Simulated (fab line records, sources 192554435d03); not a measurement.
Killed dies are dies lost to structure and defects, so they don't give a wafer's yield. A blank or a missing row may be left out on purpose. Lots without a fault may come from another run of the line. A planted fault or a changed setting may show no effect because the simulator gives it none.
Which tool did it? | flow n5_finfet | 24 lots, 72 wafers sampled, at 6 steps of a route of 1938

WHAT THE GAUGES READ, wafer by wafer
The record holds no reading of a measuring or inspecting step that can be judged against a usual standard deviation.

WHICH TOOL RAN EACH LOT (tool, then ch and the chambers of the sampled wafers, then the start)
lot  | N5_BEOL_M3_HM_DEP_02         | N5_BEOL_M3_ETCH_41                            | N5_BEOL_M3_DEGAS_44          | N5_BEOL_M3_SURFACE_TREAT_85  | N5_BEOL_M3_ANNEAL_82         | N5_BEOL_M3_SPUTTER_92
L075 | pvd_sputter-02, day 6 23:13  | rie_diel-01 ch 1,2,3, day 7 02:53 or earlier  | pvd_sputter-02, day 7 02:53  | pvd_sputter-01, day 7 03:13  | pvd_sputter-01, day 7 03:58  | pvd_sputter-01, day 7 04:46
L074 | pvd_sputter-01, day 7 03:02  | rie_diel-04 ch 0,2,3, day 7 05:57 or earlier  | pvd_sputter-01, day 7 05:57  | pvd_sputter-03, day 7 06:23  | pvd_sputter-02, day 7 08:52  | pvd_sputter-02, day 7 09:40
L076 | pvd_sputter-02, day 7 05:31  | rie_diel-04 ch 0,1,3, day 7 10:33 or earlier  | pvd_sputter-02, day 7 10:33  | pvd_sputter-03, day 7 10:57  | pvd_sputter-03, day 7 11:55  | pvd_sputter-03, day 7 12:43
L077 | pvd_sputter-02, day 7 10:11  | rie_diel-01 ch 1,2,3, day 7 15:33 or earlier  | pvd_sputter-02, day 7 15:33  | pvd_sputter-03, day 7 16:01  | pvd_sputter-03, day 7 18:28  | pvd_sputter-03, day 7 19:16
L079 | pvd_sputter-03, day 8 00:37  | rie_diel-03 ch 0,2,3, day 8 09:44 or earlier  | pvd_sputter-01, day 8 09:44  | pvd_sputter-03, day 8 10:13  | pvd_sputter-03, day 8 12:44  | pvd_sputter-03, day 8 13:32
L078 | pvd_sputter-01, day 8 09:22  | rie_diel-01 ch 1,2, day 8 14:19 or earlier    | pvd_sputter-02, day 8 14:19  | pvd_sputter-03, day 8 14:40  | pvd_sputter-01, day 8 15:26  | pvd_sputter-01, day 8 16:14
L080 | pvd_sputter-03, day 8 15:50  | rie_diel-01 ch 0,2, day 9 00:10 or earlier    | pvd_sputter-02, day 9 00:10  | pvd_sputter-03, day 9 00:33  | pvd_sputter-03, day 9 01:19  | pvd_sputter-03, day 9 02:07
L081 | pvd_sputter-01, day 8 20:10  | rie_diel-01 ch 0,1, day 9 03:25 or earlier    | pvd_sputter-03, day 9 03:25  | pvd_sputter-03, day 9 03:57  | pvd_sputter-02, day 9 04:41  | pvd_sputter-02, day 9 05:29
L082 | pvd_sputter-01, day 8 20:25  | rie_diel-04 ch 1,2,3, day 9 03:25 or earlier  | pvd_sputter-01, day 9 03:25  | pvd_sputter-01, day 9 03:55  | pvd_sputter-01, day 9 04:40  | pvd_sputter-01, day 9 05:28
L083 | pvd_sputter-03, day 8 22:40  | rie_diel-03 ch 0,1,2, day 9 03:45 or earlier  | pvd_sputter-03, day 9 03:45  | pvd_sputter-02, day 9 04:05  | pvd_sputter-03, day 9 05:11  | pvd_sputter-03, day 9 05:59
L084 | pvd_sputter-03, day 9 18:19  | rie_diel-01 ch 0,1,3, day 9 21:49 or earlier  | pvd_sputter-01, day 9 21:49  | pvd_sputter-01, day 9 22:11  | pvd_sputter-02, day 9 23:04  | pvd_sputter-02, day 9 23:52
L085 | pvd_sputter-02, day 10 03:35 | rie_diel-04 ch 0,1,2, day 10 06:51 or earlier | pvd_sputter-01, day 10 06:51 | pvd_sputter-01, day 10 07:13 | pvd_sputter-03, day 10 08:00 | pvd_sputter-03, day 10 08:48
L086 | pvd_sputter-03, day 10 05:07 | rie_diel-01 ch 0,1,3, day 10 10:46 or earlier | pvd_sputter-01, day 10 10:46 | pvd_sputter-03, day 10 11:06 | pvd_sputter-02, day 10 12:02 | pvd_sputter-02, day 10 12:50
L087 | pvd_sputter-03, day 11 01:04 | rie_diel-03 ch 1,2, day 11 04:08 or earlier   | pvd_sputter-02, day 11 04:08 | pvd_sputter-02, day 11 04:29 | pvd_sputter-02, day 11 05:16 | pvd_sputter-02, day 11 06:04
L088 | pvd_sputter-03, day 11 06:46 | rie_diel-01 ch 1,2, day 11 11:55 or earlier   | pvd_sputter-03, day 11 11:55 | pvd_sputter-03, day 11 12:14 | pvd_sputter-02, day 11 12:59 | pvd_sputter-02, day 11 13:47
L089 | pvd_sputter-03, day 11 06:57 | rie_diel-04 ch 1,3, day 11 11:59 or earlier   | pvd_sputter-02, day 11 11:59 | pvd_sputter-03, day 11 12:23 | pvd_sputter-02, day 11 14:49 | pvd_sputter-02, day 11 15:37
L091 | pvd_sputter-03, day 11 09:32 | rie_diel-04 ch 2,3, day 11 15:26 or earlier   | pvd_sputter-03, day 11 15:26 | pvd_sputter-03, day 11 15:50 | pvd_sputter-01, day 11 16:36 | pvd_sputter-01, day 11 17:24
L090 | pvd_sputter-03, day 11 11:27 | rie_diel-03 ch 1,3, day 11 15:36 or earlier   | pvd_sputter-03, day 11 15:36 | pvd_sputter-01, day 11 16:00 | pvd_sputter-02, day 11 17:00 | pvd_sputter-02, day 11 17:48
L092 | pvd_sputter-03, day 11 18:24 | rie_diel-04 ch 0,1,2, day 12 00:26 or earlier | pvd_sputter-02, day 12 00:26 | pvd_sputter-03, day 12 00:47 | pvd_sputter-01, day 12 01:38 | pvd_sputter-01, day 12 02:26
L093 | pvd_sputter-02, day 12 00:13 | rie_diel-03 ch 1,2, day 12 05:49 or earlier   | pvd_sputter-02, day 12 05:49 | pvd_sputter-03, day 12 06:16 | pvd_sputter-02, day 12 07:12 | pvd_sputter-02, day 12 08:00
L094 | pvd_sputter-02, day 12 01:10 | rie_diel-04 ch 0,1, day 12 06:19 or earlier   | pvd_sputter-03, day 12 06:19 | pvd_sputter-03, day 12 08:20 | pvd_sputter-02, day 12 09:13 | pvd_sputter-02, day 12 10:01
L095 | pvd_sputter-03, day 12 06:23 | rie_diel-01 ch 0,1,3, day 12 13:58 or earlier | pvd_sputter-01, day 12 13:58 | pvd_sputter-01, day 12 14:30 | pvd_sputter-01, day 12 15:19 | pvd_sputter-01, day 12 16:07
L096 | pvd_sputter-03, day 12 21:41 | rie_diel-03 ch 0,2,3, day 13 00:43 or earlier | pvd_sputter-03, day 13 00:43 | pvd_sputter-02, day 13 01:04 | pvd_sputter-03, day 13 02:01 | pvd_sputter-03, day 13 02:49
L097 | pvd_sputter-03, day 13 03:20 | rie_diel-01 ch 0,1,2, day 13 06:59 or earlier | pvd_sputter-02, day 13 06:59 | pvd_sputter-02, day 13 07:19 | pvd_sputter-02, day 13 08:05 | pvd_sputter-02, day 13 08:53
- N5_BEOL_M3_HM_DEP_02: deposits TiN, target thk 20 nm.
- N5_BEOL_M3_ETCH_41: etches SiCN in CH3F/O2, target depth 29.9 nm, time 52.5 s.
- N5_BEOL_M3_DEGAS_44: time 60 s.
- N5_BEOL_M3_SURFACE_TREAT_85
- N5_BEOL_M3_ANNEAL_82: time 240 s.
- N5_BEOL_M3_SPUTTER_92: material Cu, target thk 4.5 nm, time 8.29 s.

WHAT THE TOOLS THEMSELVES READ (means of the sampled wafers that have a number; where no wafer has one, the mark that the record gives instead)
N5_BEOL_M3_HM_DEP_02. Usual: throttle_valve_pct 29.9 %, standard deviation 1.1.
lot  | tool           | throttle_valve_pct (%) | flag
L075 | pvd_sputter-02 | 28.8                   |
L074 | pvd_sputter-01 | 30.4                   |
L076 | pvd_sputter-02 | 28.8                   |
L077 | pvd_sputter-02 | 29.3                   |
L079 | pvd_sputter-03 | 30.0                   |
L078 | pvd_sputter-01 | 29.8                   |
L080 | pvd_sputter-03 | 29.7                   |
L081 | pvd_sputter-01 | 30.3                   |
L082 | pvd_sputter-01 | 30.1                   |
L083 | pvd_sputter-03 | 29.7                   |
L084 | pvd_sputter-03 | 29.1                   |
L085 | pvd_sputter-02 | 29.0                   |
L086 | pvd_sputter-03 | 29.5                   |
L087 | pvd_sputter-03 | 30.1                   |
L088 | pvd_sputter-03 | 29.3                   |
L089 | pvd_sputter-03 | 30.3                   |
L091 | pvd_sputter-03 | 29.8                   |
L090 | pvd_sputter-03 | 29.7                   |
L092 | pvd_sputter-03 | 30.1                   |
L093 | pvd_sputter-02 | 29.2                   |
L094 | pvd_sputter-02 | 29.8                   |
L095 | pvd_sputter-03 | 30.1                   |
L096 | pvd_sputter-03 | 30.1                   |
L097 | pvd_sputter-03 | 28.9                   |

N5_BEOL_M3_ETCH_41. Usual: O2_flow_sccm 20.01 sccm, standard deviation 0.06; drypump_motor_current_A 5.6 A, standard deviation 0.43; oes_product_au 0.81 a.u., standard deviation 0.094; rf_vpp_V 296.7 V, standard deviation 1.7; showerhead_plenum_p_Torr 1.97 Torr, standard deviation 0.072; throttle_valve_pct 16.16 %, standard deviation 0.2.
lot  | tool        | O2_flow_sccm (sccm) | drypump_motor_current_A (A) | oes_product_au (a.u.) | rf_vpp_V (V) | showerhead_plenum_p_Torr (Torr) | throttle_valve_pct (%) | flag
L075 | rie_diel-01 | 20.00               | 5.5                         | 0.80                  | 296.9        | 2.00                            | 16.15                  |
L074 | rie_diel-04 | 20.04               | 5.7                         | 0.76                  | 296.7        | 1.97                            | 16.24                  |
L076 | rie_diel-04 | 19.97               | 5.6                         | 0.72                  | 295.3        | 1.90                            | 16.29                  |
L077 | rie_diel-01 | 20.05               | 5.5                         | 0.81                  | 296.5        | 1.99                            | 16.16                  |
L079 | rie_diel-03 | 20.03               | 5.6                         | 0.77                  | 297.3        | 1.99                            | 16.18                  |
L078 | rie_diel-01 | 20.02               | 5.6                         | 0.82                  | 295.8        | 1.94                            | 16.12                  |
L080 | rie_diel-01 | 19.99               | 5.0                         | 0.88                  | 296.1        | 1.96                            | 16.06                  |
L081 | rie_diel-01 | 20.05               | 5.5                         | 0.87                  | 296.1        | 1.96                            | 16.05                  |
L082 | rie_diel-04 | 19.99               | 5.7                         | 0.77                  | 295.8        | 1.93                            | 16.10                  |
L083 | rie_diel-03 | 20.04               | 5.8                         | 0.76                  | 298.1        | 2.01                            | 16.25                  |
L084 | rie_diel-01 | 20.07               | 5.4                         | 0.83                  | 297.0        | 2.01                            | 16.09                  |
L085 | rie_diel-04 | 20.02               | 5.9                         | 0.76                  | 296.2        | 1.94                            | 16.20                  |
L086 | rie_diel-01 | 20.01               | 5.4                         | 0.82                  | 296.9        | 2.01                            | 16.11                  |
L087 | rie_diel-03 | 20.02               | 5.9                         | 0.93                  | 298.7        | 2.04                            | 16.19                  |
L088 | rie_diel-01 | 20.03               | 5.6                         | 0.80                  | 296.8        | 1.94                            | 16.18                  |
L089 | rie_diel-04 | 19.95               | 5.5                         | 0.72                  | 294.3        | 1.85                            | 16.19                  |
L091 | rie_diel-04 | 20.08               | 5.5                         | 0.74                  | 297.3        | 1.95                            | 16.19                  |
L090 | rie_diel-03 | 19.98               | 5.9                         | 0.75                  | 297.0        | 2.00                            | 16.49                  |
L092 | rie_diel-04 | 19.98               | 5.9                         | 0.86                  | 295.4        | 1.94                            | 16.07                  |
L093 | rie_diel-03 | 20.02               | 5.5                         | 0.89                  | 298.0        | 2.03                            | 16.08                  |
L094 | rie_diel-04 | 19.99               | 5.7                         | 0.90                  | 295.4        | 1.91                            | 16.13                  |
L095 | rie_diel-01 | 20.01               | 5.4                         | 0.81                  | 296.9        | 2.00                            | 16.13                  |
L096 | rie_diel-03 | 19.99               | 5.6                         | 0.94                  | 296.9        | 1.98                            | 15.93                  |
L097 | rie_diel-01 | 19.96               | 5.3                         | 0.82                  | 296.7        | 1.94                            | 16.15                  |

N5_BEOL_M3_DEGAS_44. Usual: heater_power_w 349 W, standard deviation 16.
lot  | tool           | heater_power_w (W) | flag
L075 | pvd_sputter-02 | 339                |
L074 | pvd_sputter-01 | 335                |
L076 | pvd_sputter-02 | 352                |
L077 | pvd_sputter-02 | 346                |
L079 | pvd_sputter-01 | 365                |
L078 | pvd_sputter-02 | 350                |
L080 | pvd_sputter-02 | 355                |
L081 | pvd_sputter-03 | 366                |
L082 | pvd_sputter-01 | 365                |
L083 | pvd_sputter-03 | 365                |
L084 | pvd_sputter-01 | 352                |
L085 | pvd_sputter-01 | 336                |
L086 | pvd_sputter-01 | 359                |
L087 | pvd_sputter-02 | 347                |
L088 | pvd_sputter-03 | 337                |
L089 | pvd_sputter-02 | 352                |
L091 | pvd_sputter-03 | 348                |
L090 | pvd_sputter-03 | 359                |
L092 | pvd_sputter-02 | 351                |
L093 | pvd_sputter-02 | 351                |
L094 | pvd_sputter-03 | 344                |
L095 | pvd_sputter-01 | 348                |
L096 | pvd_sputter-03 | 367                |
L097 | pvd_sputter-02 | 346                |

N5_BEOL_M3_ANNEAL_82. Usual: heater_power_w 868 W, standard deviation 41.
lot  | tool           | heater_power_w (W) | flag
L075 | pvd_sputter-01 | 872                |
L074 | pvd_sputter-02 | 843                |
L076 | pvd_sputter-03 | 862                |
L077 | pvd_sputter-03 | 839                |
L079 | pvd_sputter-03 | 916                |
L078 | pvd_sputter-01 | 879                |
L080 | pvd_sputter-03 | 840                |
L081 | pvd_sputter-02 | 862                |
L082 | pvd_sputter-01 | 840                |
L083 | pvd_sputter-03 | 868                |
L084 | pvd_sputter-02 | 874                |
L085 | pvd_sputter-03 | 848                |
L086 | pvd_sputter-02 | 863                |
L087 | pvd_sputter-02 | 848                |
L088 | pvd_sputter-02 | 887                |
L089 | pvd_sputter-02 | 851                |
L091 | pvd_sputter-01 | 879                |
L090 | pvd_sputter-02 | 866                |
L092 | pvd_sputter-01 | 918                |
L093 | pvd_sputter-02 | 849                |
L094 | pvd_sputter-02 | 849                |
L095 | pvd_sputter-01 | 862                |
L096 | pvd_sputter-03 | 828                |
L097 | pvd_sputter-02 | 858                |

N5_BEOL_M3_SPUTTER_92. Usual: throttle_valve_pct 29.9 %, standard deviation 1.2.
lot  | tool           | throttle_valve_pct (%) | flag
L075 | pvd_sputter-01 | 30.4                   |
L074 | pvd_sputter-02 | 29.9                   |
L076 | pvd_sputter-03 | 30.1                   |
L077 | pvd_sputter-03 | 29.5                   |
L079 | pvd_sputter-03 | 30.0                   |
L078 | pvd_sputter-01 | 30.7                   |
L080 | pvd_sputter-03 | 29.4                   |
L081 | pvd_sputter-02 | 28.4                   |
L082 | pvd_sputter-01 | 31.5                   |
L083 | pvd_sputter-03 | 30.1                   |
L084 | pvd_sputter-02 | 30.0                   |
L085 | pvd_sputter-03 | 29.5                   |
L086 | pvd_sputter-02 | 29.4                   |
L087 | pvd_sputter-02 | 29.4                   |
L088 | pvd_sputter-02 | 29.5                   |
L089 | pvd_sputter-02 | 28.9                   |
L091 | pvd_sputter-01 | 29.8                   |
L090 | pvd_sputter-02 | 30.0                   |
L092 | pvd_sputter-01 | 30.4                   |
L093 | pvd_sputter-02 | 29.2                   |
L094 | pvd_sputter-02 | 29.1                   |
L095 | pvd_sputter-01 | 30.4                   |
L096 | pvd_sputter-03 | 29.2                   |
L097 | pvd_sputter-02 | 29.0                   |

THE ANSWER, worked out from the rows above alone
Rule: a lot is off if the mean of its wafers that have a number lies more than 3 standard deviations from the usual mean. A lot without any number at a reading at which 4 lots or more have one is off too. The other lots that the step has rows for count as sound. The gauges are gone through in route order, then the tools' own readings, and for those a lot's mean is taken as printed above. The first step at which some lot is off is used, and at that step the reading that is off furthest; a lot without a number counts as furthest.
No lot is off at any reading shown: from this, nothing can be told.

WHAT THE SIMULATOR HAD PUT IN
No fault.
